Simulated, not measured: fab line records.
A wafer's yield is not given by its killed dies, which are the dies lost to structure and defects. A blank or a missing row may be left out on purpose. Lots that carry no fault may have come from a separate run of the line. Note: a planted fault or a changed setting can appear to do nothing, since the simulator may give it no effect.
Chamber matching :: flow n5 finfet :: cmp-01 running N5_BEOL_M6_CMP_52: 4 sister chambers
The step polishes, stops on SiCOH lowk, t overpolish 6.9 s, target thk 80 nm. 8 wafers are shown with their chamber, then 10 later ones without.

WAFERS WITH THEIR CHAMBER
wafer: L074.2
chamber: 1
motor current A (A): 6.7
barrier field endpoint s (s): 30.8

wafer: L085.4
chamber: 0
motor current A (A): 4.5
barrier field endpoint s (s): 27.7

wafer: L087.5
chamber: 3
motor current A (A): 5.1
barrier field endpoint s (s): 27.7

wafer: L088.1
chamber: 0
motor current A (A): 4.6
barrier field endpoint s (s): 28.7

wafer: L088.2
chamber: 2
motor current A (A): 6.0
barrier field endpoint s (s): 28.4

wafer: L088.4
chamber: 3
motor current A (A): 5.2
barrier field endpoint s (s): 29.3

wafer: L090.1
chamber: 2
motor current A (A): 6.1
barrier field endpoint s (s): 27.9

wafer: L090.4
chamber: 1
motor current A (A): 6.4
barrier field endpoint s (s): 30.0

WAFERS MISSING THEIR CHAMBER
wafer: L090.5
motor current A (A): 6.6
barrier field endpoint s (s): 29.4

wafer: L089.2
motor current A (A): 6.9
barrier field endpoint s (s): 28.8

wafer: L089.4
motor current A (A): 4.6
barrier field endpoint s (s): 27.5

wafer: L089.5
motor current A (A): 6.7
barrier field endpoint s (s): 28.8

wafer: L092.2
motor current A (A): 6.1
barrier field endpoint s (s): 28.7

wafer: L092.4
motor current A (A): 4.9
barrier field endpoint s (s): 28.6

wafer: L092.6
motor current A (A): 4.8
barrier field endpoint s (s): 29.0

wafer: L095.2
motor current A (A): 5.6
barrier field endpoint s (s): 28.9

wafer: L095.3
motor current A (A): 4.4
barrier field endpoint s (s): 28.4

wafer: L095.4
motor current A (A): 5.6
barrier field endpoint s (s): 28.8

WHICH CHAMBER EACH ONE RAN IN
wafer: L090.5
from the rows above: 1
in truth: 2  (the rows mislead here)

wafer: L089.2
from the rows above: 1
in truth: 1

wafer: L089.4
from the rows above: 0
in truth: 0

wafer: L089.5
from the rows above: 1
in truth: 1

wafer: L092.2
from the rows above: 2
in truth: 2

wafer: L092.4
from the rows above: can't be placed: 3 or 0
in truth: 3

wafer: L092.6
from the rows above: can't be placed: 0 or 3
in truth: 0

wafer: L095.2
from the rows above: can't be placed: 3 or 2
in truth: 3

wafer: L095.3
from the rows above: 0
in truth: 0

wafer: L095.4
from the rows above: can't be placed: 3 or 2
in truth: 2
Correct placement for 5 of the 10. Unplaceable from these rows: 4, with the true chamber sitting among the candidates in 4. Wrongly placed: 1.
How it was worked out, from the rows above alone: a wafer's distance from a chamber is the root of the sum, over the readings, of the square of ((its reading less the chamber's mean) divided by the reading's scatter). The wafer belongs to the nearest chamber; if the next one is less than 2 further off, it can't be placed. Each chamber's mean is taken over the wafers shown for it. How the scatter is found: for the shown wafers, subtract from each reading the mean of its chamber, square and add these, divide the total by (wafers less chambers), then take the root.
